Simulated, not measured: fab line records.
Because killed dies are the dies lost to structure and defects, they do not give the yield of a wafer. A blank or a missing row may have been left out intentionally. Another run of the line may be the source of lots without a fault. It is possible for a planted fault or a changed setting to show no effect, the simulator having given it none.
fab line records ; flow nand-harc ; part 1 of 2: steps 1 to 4 of 6
record: lots: 20; wafers: 60; last-day: 33
route steps=1302 shown A_STAIRCASE@766
lots that met no fault: taken from a fault-free run of the same line
start-h: the number of hours between the record's first day and the start of the first shown wafer of the lot ; wait-h: time in hours since the lot's previous step ; " same as the row above ; L1.1+2: one row covering several wafers at once ; - no value, or no start given ; * or withheld: withheld ; < > ~ a bound
route shown NAME@n: names a module that has steps shown in the file, with the first one's number in the route ; usual: mean/standard deviation of fault-free wafers ; same: alike in all rows ; chamber/n: place in a boat ; sites: each site's reading ; _std_site: the standard deviation of these ; _edge_site: mean of outer sites minus mean of inner sites ; radius-mm: for every site, how far away it sits from the centre of the wafer ; mask NAME#n: copy n ; behind: the last tool/chamber to shape the wafer ; hold: what put the lot on hold/how long, in hours/how the hold closed ; device: names the non-switching transistor (n, p or np) ; end of line: the same wafers' tests at the end of the route ; for a step that has no rows: nothing shown but its recipe ; killed: the dies lost at the first sort to structure and to defects; this is not the yield of the wafer ; map: the dies of a wafer, with x for killed, . for not killed, _ for no die there
set.NAME: the run value of the setting; set.NAME@STEP: its run value at that earlier step ; model.NAME: the simulator's own value behind a step, which no gauge read
route steps across a sampled set of lots; one table per step, one row per wafer
services: when a tool's chamber went out of use (start-h, in hours from the record's first day, below 0 if earlier), for how many hours, and the reason
== steps ==
step: NHARC_A_STAIRCASE_DESCUM_252
recipe: time-s: 3; o2-flow-sccm: 200; ar-flow-sccm: 0; bias-power-w: 0; chemistry: O2
usual: drypump-motor-current-A: 5.5/0.31; oes-product-au: 0.996/0.013; rf-vpp-V: 57.8/0.98; showerhead-plenum-p-Torr: 1.94/0.088; throttle-valve-pct: 11.312/0.0092
lot.wafer;tool;chamber;start-h;wait-h;drypump-motor-current-A;oes-product-au;rf-hours-counter-h;rf-vpp-V;showerhead-plenum-p-Torr;throttle-valve-pct
L075.2;rie-diel-06;1;379.97;-;5.3;0.971;16;56.3;1.89;11.318
L075.6;rie-diel-06;1;379.97;-;5.3;0.978;-;58.2;1.89;11.306
L075.5;rie-diel-06;2;379.97;-;5.4;0.993;-;56.7;1.84;11.322
L076.2;rie-diel-03;1;380.17;-;5.8;1.008;30;59.5;2.06;11.313
L076.5;rie-diel-03;0;380.17;-;5.2;0.997;-;57.5;1.78;11.298
L076.6;rie-diel-03;1;380.17;-;5.8;1.002;-;59.7;2.06;11.306
L074.1;rie-diel-06;3;382.63;-;6.0;1.000;18;57.0;1.95;11.308
L074.4;rie-diel-06;0;382.63;-;5.0;0.988;18;58.0;2.05;11.312
L074.6;rie-diel-06;0;382.63;-;5.0;0.991;-;57.6;2.05;11.308
L079.2;rie-diel-06;3;408.33;-;5.9;0.991;25;56.6;1.94;11.317
L079.3;rie-diel-06;0;408.33;-;5.0;0.999;27;58.7;2.05;11.317
L079.1;rie-diel-06;2;408.33;-;5.4;0.993;23;57.1;1.84;11.304
L078.4;rie-diel-02;3;408.60;-;5.2;0.997;1;56.7;1.93;11.317
L078.3;rie-diel-02;0;408.60;-;5.8;0.985;1;56.8;1.78;11.315
L078.6;rie-diel-02;3;408.60;-;5.2;1.012;-;56.9;1.93;11.322
L080.3;rie-diel-06;0;421.48;-;5.0;1.004;32;59.6;2.05;11.314
L080.1;rie-diel-06;1;421.48;-;5.3;0.986;30;57.2;1.89;11.295
L080.5;rie-diel-06;1;421.48;-;5.3;0.981;-;57.3;1.89;11.320
L082.2;rie-diel-03;2;426.37;-;5.4;1.015;51;57.9;1.94;11.313
L082.1;rie-diel-03;3;426.37;-;5.6;1.001;53;57.4;1.89;11.325
L082.5;rie-diel-03;1;426.37;-;5.8;0.995;-;57.4;2.05;11.300
L084.3;rie-diel-06;3;465.79;-;5.9;1.000;42;58.4;1.94;11.303
L084.1;rie-diel-06;1;465.79;-;5.2;0.976;43;57.9;1.89;11.296
L084.6;rie-diel-06;3;465.79;-;5.9;1.003;-;58.6;1.94;11.302
L083.4;rie-diel-02;2;466.61;-;5.9;1.012;17;58.8;1.98;11.293
L083.2;rie-diel-02;1;466.61;-;5.6;0.996;19;57.4;2.07;11.328
L083.5;rie-diel-02;2;466.61;-;5.9;0.994;-;57.3;1.98;11.313
L086.1;rie-diel-06;3;481.15;-;5.9;0.990;50;57.5;1.94;11.318
L086.3;rie-diel-06;0;481.15;-;5.0;0.991;52;58.3;2.04;11.309
L086.4;rie-diel-06;2;481.15;-;5.4;0.988;46;57.3;1.83;11.318
L085.4;rie-diel-03;1;481.70;-;5.8;0.989;8;58.7;2.05;11.326
L085.2;rie-diel-03;3;481.70;-;5.6;0.987;6;57.4;1.89;11.295
L085.1;rie-diel-03;0;481.70;-;5.2;0.976;8;58.1;2.07;11.318
L088.2;rie-diel-06;3;517.15;-;5.9;0.985;5;58.2;1.93;11.292
L088.1;rie-diel-06;0;517.15;-;5.0;0.977;4;57.9;2.04;11.314
L088.5;rie-diel-06;3;517.15;-;5.9;0.981;-;56.8;1.93;11.310
L090.3;rie-diel-02;2;541.63;-;5.9;1.010;46;59.1;1.97;11.308
L090.2;rie-diel-02;0;541.63;-;5.8;1.000;47;54.9;1.77;11.310
L090.6;rie-diel-02;2;541.63;-;5.9;1.014;-;57.9;1.97;11.326
L092.4;rie-diel-03;0;546.14;-;5.2;0.978;23;59.9;2.07;11.295
L092.6;rie-diel-03;0;546.14;-;5.2;0.976;-;58.0;2.07;11.312
L092.5;rie-diel-03;1;546.14;-;5.8;0.993;-;57.3;2.04;11.301
L091.1;rie-diel-03;2;553.15;-;5.3;1.004;32;58.0;1.93;11.321
L091.2;rie-diel-03;3;553.15;-;5.6;1.007;25;58.4;1.88;11.321
L091.3;rie-diel-03;0;553.15;-;5.2;0.981;26;56.9;2.07;11.319
L093.2;rie-diel-06;2;555.85;-;5.4;1.004;20;59.4;1.83;11.311
L093.3;rie-diel-06;3;555.85;-;5.9;0.995;15;58.0;1.93;11.319
L093.6;rie-diel-06;1;555.85;-;5.3;1.007;-;57.0;1.88;11.305
L094.3;rie-diel-06;1;575.19;-;5.3;1.011;27;58.3;1.87;11.313
L094.4;rie-diel-06;3;575.19;-;5.9;0.994;24;57.6;1.93;11.316
L094.1;rie-diel-06;0;575.19;-;5.0;0.982;29;58.6;2.03;11.305
L096.2;rie-diel-03;1;584.54;-;5.8;1.003;43;58.5;2.04;11.316
L096.3;rie-diel-03;2;584.54;-;5.3;0.998;42;58.3;1.92;11.318
L096.4;rie-diel-03;3;584.54;-;5.6;1.009;34;58.7;1.88;11.307
L095.3;rie-diel-03;2;588.40;-;5.4;1.008;43;57.6;1.92;11.305
L095.5;rie-diel-03;3;588.40;-;5.6;1.016;-;58.6;1.88;11.316
L095.6;rie-diel-03;0;588.40;-;5.2;0.975;-;56.8;2.06;11.324
L097.1;rie-diel-06;1;593.42;-;5.3;1.017;33;58.8;1.87;11.298
L097.2;rie-diel-06;0;593.42;-;5.0;0.987;36;58.5;2.03;11.317
L097.5;rie-diel-06;2;593.42;-;5.4;1.006;-;56.0;1.82;11.325
step: NHARC_A_STAIRCASE_ETCH_253
recipe: target-depth-a: 500; time-s: 20.2; ion-energy-ev: 400; c4f8-flow-sccm: 20; o2-flow-sccm: 10; ar-flow-sccm: withheld; rf-w: 600; bias-w: 1000; chemistry: C4F8/O2
usual: oes-product-au: 0.954/0.021; rf-vpp-V: 897/5.2
lot.wafer;tool;chamber;start-h;wait-h;oes-product-au;rf-hours-counter-h;rf-vpp-V
L075.2;rie-diel-06;2;380.06;0.1;0.950;16;891
L075.5;rie-diel-06;1;380.06;0.1;0.940;-;895
L075.6;rie-diel-06;2;380.06;0.1;0.943;-;892
L076.2;rie-diel-03;2;380.26;0.1;0.995;31;898
L076.6;rie-diel-03;1;380.26;0.1;0.959;-;905
L076.5;rie-diel-03;2;380.26;0.1;0.983;-;897
L074.1;rie-diel-06;0;382.72;0.1;0.956;18;905
L074.4;rie-diel-06;1;382.72;0.1;0.953;16;896
L074.6;rie-diel-06;0;382.72;0.1;0.957;-;904
L079.1;rie-diel-06;1;408.42;0.1;0.949;25;896
L079.2;rie-diel-06;2;408.42;0.1;0.964;23;891
L079.3;rie-diel-06;3;408.42;0.1;0.949;25;897
L078.4;rie-diel-02;3;408.68;0.1;0.964;1;898
L078.3;rie-diel-02;1;408.68;0.1;0.981;2;907
L078.6;rie-diel-02;2;408.68;0.1;0.974;-;900
L080.1;rie-diel-06;2;421.57;0.1;0.960;28;892
L080.3;rie-diel-06;3;421.57;0.1;0.973;30;897
L080.5;rie-diel-06;1;421.57;0.1;0.951;-;894
L082.2;rie-diel-03;2;426.44;0.1;0.981;51;896
L082.1;rie-diel-03;3;426.44;0.1;0.981;53;895
L082.5;rie-diel-03;3;426.44;0.1;0.983;-;895
L084.1;rie-diel-06;1;465.91;0.1;0.900;43;894
L084.3;rie-diel-06;2;465.91;0.1;0.908;40;892
L084.6;rie-diel-06;0;465.91;0.1;0.907;-;903
L083.2;rie-diel-02;0;466.70;0.1;0.977;22;888
L083.4;rie-diel-02;2;466.70;0.1;0.982;17;901
L083.5;rie-diel-02;1;466.70;0.1;0.979;-;906
L086.3;rie-diel-06;1;481.24;0.1;0.949;49;896
L086.1;rie-diel-06;2;481.24;0.1;0.973;46;891
L086.4;rie-diel-06;0;481.24;0.1;0.958;52;902
L085.2;rie-diel-03;1;481.79;0.1;0.948;8;905
L085.1;rie-diel-03;2;481.79;0.1;0.963;5;897
L085.4;rie-diel-03;3;481.79;0.1;0.960;6;895
L088.1;rie-diel-06;2;517.23;0.1;0.941;5;889
L088.2;rie-diel-06;1;517.23;0.1;0.942;4;893
L088.5;rie-diel-06;3;517.23;0.1;0.927;-;898
L090.3;rie-diel-02;2;541.77;0.1;0.963;46;898
L090.2;rie-diel-02;0;541.77;0.1;0.950;47;889
L090.6;rie-diel-02;2;541.77;0.1;0.950;-;899
L092.4;rie-diel-03;3;546.24;0.1;0.985;20;894
L092.6;rie-diel-03;2;546.24;0.1;0.984;-;897
L092.5;rie-diel-03;3;546.24;0.1;0.986;-;892
L091.1;rie-diel-03;3;553.24;0.1;0.954;25;891
L091.3;rie-diel-03;0;553.24;0.1;0.933;26;905
L091.2;rie-diel-03;2;553.24;0.1;0.941;32;896
L093.3;rie-diel-06;1;556.06;0.2;0.969;20;896
L093.2;rie-diel-06;2;556.06;0.2;0.938;20;891
L093.6;rie-diel-06;2;556.06;0.2;0.937;-;891
L094.1;rie-diel-06;0;575.28;0.1;0.962;29;904
L094.4;rie-diel-06;1;575.28;0.1;0.963;27;895
L094.3;rie-diel-06;2;575.28;0.1;0.968;26;891
L096.3;rie-diel-03;1;584.62;0.1;0.945;43;903
L096.4;rie-diel-03;2;584.62;0.1;0.963;42;898
L096.2;rie-diel-03;0;584.62;0.1;0.928;35;904
L095.3;rie-diel-03;1;588.51;0.1;0.968;43;904
L095.5;rie-diel-03;2;588.51;0.1;0.942;-;896
L095.6;rie-diel-03;3;588.51;0.1;0.935;-;894
L097.2;rie-diel-06;2;593.52;0.1;0.931;32;891
L097.1;rie-diel-06;3;593.52;0.1;0.924;30;897
L097.5;rie-diel-06;1;593.52;0.1;0.942;-;893
step: NHARC_A_STAIRCASE_ETCH_452
recipe: target-depth-a: 300; overetch-a: 30; time-s: 16.5; ion-energy-ev: 100; cf4-flow-sccm: 80; o2-flow-sccm: 20; ar-flow-sccm: 0; rf-w: 300; bias-w: 100; chemistry: CF4/O2
usual: drypump-motor-current-A: 5.50/0.29; oes_ar_750_au: 1.000/0.0049; oes-product-au: 0.996/0.014; rf-vpp-V: 198.3/1.5; showerhead-plenum-p-Torr: 1.36/0.062; throttle-valve-pct: 13.397/0.0097
lot.wafer;tool;chamber;start-h;wait-h;drypump-motor-current-A;oes_ar_750_au;oes-product-au;rf-hours-counter-h;rf-vpp-V;showerhead-plenum-p-Torr;throttle-valve-pct
L075.2;rie-diel-03;3;-;-;5.60;1.000;0.998;42;197.4;1.32;13.389
L075.6;rie-diel-03;3;-;-;5.64;0.994;1.009;-;198.4;1.32;13.378
L075.5;rie-diel-03;0;-;-;5.18;1.009;0.998;-;194.2;1.24;13.388
L076.2;rie-diel-06;3;-;-;5.95;0.998;0.986;23;199.4;1.36;13.392
L076.6;rie-diel-06;2;-;-;5.41;1.001;0.984;-;197.2;1.29;13.398
L076.5;rie-diel-06;3;-;-;5.94;0.999;0.984;-;197.4;1.36;13.387
L074.1;rie-diel-03;0;-;-;5.20;0.992;0.993;42;196.4;1.24;13.394
L074.4;rie-diel-03;1;-;-;5.82;1.000;1.003;39;200.0;1.43;13.395
L074.6;rie-diel-03;0;-;-;5.22;0.991;1.009;-;195.4;1.24;13.391
L079.3;rie-diel-06;1;-;-;5.26;0.995;0.980;29;196.9;1.32;13.405
L079.1;rie-diel-06;2;-;-;5.40;1.001;0.990;27;195.7;1.28;13.397
L079.2;rie-diel-06;3;-;-;5.92;1.003;0.995;30;198.7;1.36;13.386
L078.3;rie-diel-02;0;-;-;5.80;1.010;0.992;9;194.5;1.25;13.402
L078.4;rie-diel-02;1;-;-;5.60;1.000;1.003;9;198.8;1.44;13.384
L078.6;rie-diel-02;3;-;-;5.22;1.002;1.004;-;198.8;1.34;13.405
L080.3;rie-diel-02;2;-;-;5.89;0.994;1.019;10;197.7;1.38;13.400
L080.1;rie-diel-02;0;-;-;5.77;0.992;0.998;11;196.0;1.25;13.411
L080.5;rie-diel-02;1;-;-;5.59;1.008;1.003;-;200.5;1.44;13.407
L082.1;rie-diel-06;3;-;-;5.95;0.996;0.996;35;198.8;1.35;13.402
L082.2;rie-diel-06;2;-;-;5.40;1.003;0.984;32;196.9;1.28;13.396
L082.5;rie-diel-06;0;-;-;5.03;0.999;1.001;-;199.3;1.42;13.400
L083.4;rie-diel-03;3;-;-;5.63;1.003;0.991;5;197.1;1.32;13.397
L083.2;rie-diel-03;1;-;-;5.84;0.997;0.992;7;198.6;1.43;13.404
L083.5;rie-diel-03;3;-;-;5.63;1.002;0.992;-;197.3;1.32;13.401
L084.3;rie-diel-02;3;-;-;5.22;0.995;1.016;25;197.9;1.34;13.397
L084.1;rie-diel-02;1;-;-;5.61;1.007;0.991;24;198.9;1.44;13.379
L084.6;rie-diel-02;2;-;-;5.86;0.998;1.008;-;196.7;1.38;13.386
L085.1;rie-diel-06;3;-;-;5.92;1.006;0.989;1;197.4;1.35;13.387
L085.4;rie-diel-06;0;-;-;5.02;1.003;0.980;0;199.4;1.42;13.397
L085.2;rie-diel-06;1;-;-;5.27;0.999;1.005;0;198.7;1.31;13.397
L086.4;rie-diel-03;1;-;-;5.81;0.993;0.992;14;200.3;1.43;13.396
L086.3;rie-diel-03;2;-;-;5.39;1.003;1.000;12;197.8;1.35;13.397
L086.1;rie-diel-03;3;-;-;5.61;0.997;1.007;12;197.2;1.31;13.385
L088.2;rie-diel-06;1;-;-;5.24;1.001;0.996;8;195.9;1.31;13.395
L088.1;rie-diel-06;2;-;-;5.41;1.005;0.992;9;195.8;1.28;13.390
L088.5;rie-diel-06;2;-;-;5.40;1.009;0.999;-;198.2;1.28;13.396
L090.2;rie-diel-03;3;-;-;5.63;1.009;1.008;26;197.6;1.31;13.416
L090.3;rie-diel-03;0;-;-;5.18;0.999;0.975;27;200.5;1.44;13.408
L090.6;rie-diel-03;1;-;-;5.81;1.005;0.991;-;199.8;1.42;13.428
L092.4;rie-diel-06;2;-;-;5.39;1.000;0.984;21;197.2;1.28;13.394
L092.5;rie-diel-06;2;-;-;5.40;0.995;0.994;-;199.0;1.28;13.389
L092.6;rie-diel-06;3;-;-;5.95;0.990;0.986;-;198.1;1.35;13.382
L091.2;rie-diel-03;0;-;-;5.20;0.999;0.977;29;201.1;1.44;13.411
L091.3;rie-diel-03;2;-;-;5.39;0.996;1.016;34;198.0;1.34;13.389
L091.1;rie-diel-03;3;-;-;5.60;0.996;1.007;28;198.4;1.31;13.407
L093.3;rie-diel-06;1;-;-;5.24;1.004;1.010;26;197.0;1.31;13.394
L093.2;rie-diel-06;2;-;-;5.41;1.009;0.988;25;197.0;1.27;13.399
L093.6;rie-diel-06;1;-;-;5.25;0.993;1.014;-;195.5;1.31;13.383
L094.4;rie-diel-02;1;-;-;5.56;1.000;1.015;4;199.9;1.43;13.410
L094.3;rie-diel-02;3;-;-;5.23;1.000;0.976;2;196.7;1.33;13.412
L094.1;rie-diel-02;0;-;-;5.78;1.007;0.968;4;200.2;1.45;13.408
L096.3;rie-diel-06;3;-;-;5.93;1.008;0.987;30;198.0;1.34;13.383
L096.4;rie-diel-06;1;-;-;5.24;1.003;1.018;33;197.3;1.31;13.393
L096.2;rie-diel-06;2;-;-;5.43;1.006;0.998;32;195.8;1.27;13.383
L095.3;rie-diel-03;0;-;-;5.17;0.997;0.979;40;199.7;1.44;13.403
L095.5;rie-diel-03;1;-;-;5.84;1.002;1.005;-;199.3;1.42;13.393
L095.6;rie-diel-03;2;-;-;5.36;0.999;0.992;-;197.9;1.34;13.405
L097.2;rie-diel-03;3;-;-;5.65;1.007;1.008;41;196.1;1.31;13.393
L097.1;rie-diel-03;0;-;-;5.21;0.995;0.972;42;199.5;1.44;13.404
L097.5;rie-diel-03;3;-;-;5.59;1.005;0.995;-;196.2;1.31;13.407
step: NHARC_A_STAIRCASE_ETCH_313
recipe: cf4-flow-sccm: 100; chf3-flow-sccm: 30; ar-flow-sccm: 0; rf-w: 500; bias-w: 200; chemistry: CF4/CHF3
usual: drypump-motor-current-A: 5.51/0.29; oes-product-au: 0.926/0.018; rf-vpp-V: 371.2/2.5; showerhead-plenum-p-Torr: 1.59/0.072; throttle-valve-pct: 16.804/0.0078
lot.wafer;tool;chamber;start-h;wait-h;drypump-motor-current-A;oes-product-au;rf-hours-counter-h;rf-vpp-V;showerhead-plenum-p-Torr;throttle-valve-pct
L075.2;rie-diel-06;2;403.88;0.1;5.42;0.914;22;368.6;1.52;16.811
L075.5;rie-diel-06;0;403.88;0.1;4.98;0.914;-;373.6;1.68;16.801
L075.6;rie-diel-06;1;403.88;0.1;5.25;0.893;-;369.6;1.56;16.802
L076.2;rie-diel-03;2;407.05;0.1;5.40;0.940;42;371.3;1.60;16.809
L076.5;rie-diel-03;1;407.05;0.1;5.81;0.933;-;375.0;1.68;16.796
L076.6;rie-diel-03;2;407.05;0.1;5.43;0.940;-;371.7;1.60;16.810
L074.4;rie-diel-03;1;408.74;0.1;5.80;0.934;41;373.4;1.68;16.800
L074.1;rie-diel-03;0;408.74;0.1;5.17;0.935;44;367.8;1.46;16.801
L074.6;rie-diel-03;2;408.74;0.1;5.39;0.946;-;371.1;1.60;16.803
L079.2;rie-diel-06;2;425.01;0.1;5.40;0.913;28;368.8;1.52;16.807
L079.3;rie-diel-06;3;425.01;0.1;5.94;0.913;31;370.8;1.60;16.806
L079.1;rie-diel-06;0;425.01;0.1;5.00;0.922;33;374.5;1.68;16.812
L078.3;rie-diel-03;2;427.59;0.1;5.40;0.929;51;371.7;1.59;16.799
L078.6;rie-diel-03;2;427.59;0.1;5.39;0.932;-;372.3;1.59;16.800
L078.4;rie-diel-03;3;427.59;0.1;5.63;0.932;-;370.4;1.56;16.807
L080.1;rie-diel-02;1;442.04;0.1;5.62;0.927;13;375.2;1.70;16.830
L080.3;rie-diel-02;2;442.04;0.1;5.85;0.930;11;372.8;1.63;16.797
L080.5;rie-diel-02;0;442.04;0.1;5.80;0.916;-;367.4;1.47;16.800
L082.1;rie-diel-06;2;446.37;0.1;5.41;0.901;33;368.5;1.52;16.798
L082.2;rie-diel-06;3;446.37;0.1;5.94;0.912;35;369.4;1.59;16.793
L082.5;rie-diel-06;3;446.37;0.1;5.92;0.932;-;372.3;1.59;16.802
L083.4;rie-diel-02;0;483.77;0.1;5.78;0.924;26;366.1;1.47;16.800
L083.2;rie-diel-02;1;483.77;0.1;5.58;0.936;24;374.7;1.69;16.807
L083.5;rie-diel-02;3;483.77;0.1;5.25;0.942;-;370.3;1.58;16.794
L084.3;rie-diel-02;3;490.84;3.0;5.26;0.938;32;370.6;1.58;16.792
L084.1;rie-diel-02;1;490.84;3.0;5.58;0.931;30;375.5;1.69;16.795
L084.6;rie-diel-02;0;490.84;3.0;5.78;0.927;-;367.6;1.47;16.810
L085.1;rie-diel-02;3;503.57;0.1;5.22;0.926;36;370.7;1.58;16.811
L085.4;rie-diel-02;0;503.57;0.1;5.79;0.927;36;367.2;1.47;16.792
L085.2;rie-diel-02;2;503.57;0.1;5.86;0.928;33;371.9;1.62;16.824
L086.3;rie-diel-03;3;505.43;0.1;5.64;0.921;14;370.1;1.55;16.803
L086.1;rie-diel-03;0;505.43;0.1;5.18;0.897;10;376.0;1.70;16.808
L086.4;rie-diel-03;1;505.43;0.1;5.81;0.920;16;373.8;1.68;16.801
L088.2;rie-diel-03;2;533.98;0.1;5.40;0.930;22;371.6;1.59;16.811
L088.1;rie-diel-03;1;533.98;0.1;5.83;0.919;25;372.2;1.67;16.809
L088.5;rie-diel-03;2;533.98;0.1;5.39;0.930;-;370.6;1.59;16.809
L090.3;rie-diel-02;2;567.69;0.1;5.86;0.945;55;371.4;1.61;16.807
L090.2;rie-diel-02;3;567.69;0.1;5.23;0.916;59;369.5;1.57;16.798
L090.6;rie-diel-02;0;567.69;0.1;5.79;0.925;-;367.5;1.46;16.809
L092.4;rie-diel-06;1;573.30;0.1;5.23;0.932;25;368.6;1.54;16.805
L092.5;rie-diel-06;0;573.30;0.1;5.02;0.909;-;373.1;1.66;16.815
L092.6;rie-diel-06;1;573.30;0.1;5.24;0.941;-;370.7;1.54;16.815
L091.1;rie-diel-03;3;575.01;0.1;5.63;0.942;30;369.9;1.55;16.791
L091.2;rie-diel-03;0;575.01;0.1;5.18;0.905;31;374.4;1.69;16.816
L091.3;rie-diel-03;1;575.01;0.1;5.80;0.940;37;374.3;1.67;16.806
L093.2;rie-diel-03;3;579.03;0.1;5.62;0.927;31;369.0;1.55;16.798
L093.3;rie-diel-03;0;579.03;0.1;5.19;0.905;33;375.3;1.69;16.783
L093.6;rie-diel-03;3;579.03;0.1;5.61;0.935;-;371.2;1.55;16.802
L094.4;rie-diel-02;1;590.08;0.1;5.61;0.929;5;374.8;1.68;16.802
L094.1;rie-diel-02;2;590.08;0.1;5.86;0.940;4;371.2;1.61;16.816
L094.3;rie-diel-02;3;590.08;0.1;5.21;0.904;4;370.1;1.57;16.813
L096.2;rie-diel-02;3;601.83;0.1;5.23;0.946;7;369.1;1.57;16.804
L096.4;rie-diel-02;1;601.83;0.1;5.59;0.986;9;373.6;1.68;16.801
L096.3;rie-diel-02;2;601.83;0.1;5.86;1.004;6;371.6;1.61;16.807
L095.3;rie-diel-06;3;606.25;0.1;5.94;0.924;32;370.4;1.58;16.793
L095.6;rie-diel-06;3;606.25;0.1;5.96;0.923;-;372.0;1.58;16.807
L095.5;rie-diel-06;0;606.25;0.1;4.99;0.909;-;372.7;1.66;16.794
L097.2;rie-diel-06;1;614.26;0.1;5.26;0.986;38;370.5;1.54;16.804
L097.1;rie-diel-06;2;614.26;0.1;5.39;0.974;37;369.0;1.50;16.807
L097.5;rie-diel-06;0;614.26;0.1;5.01;0.971;-;373.8;1.66;16.794
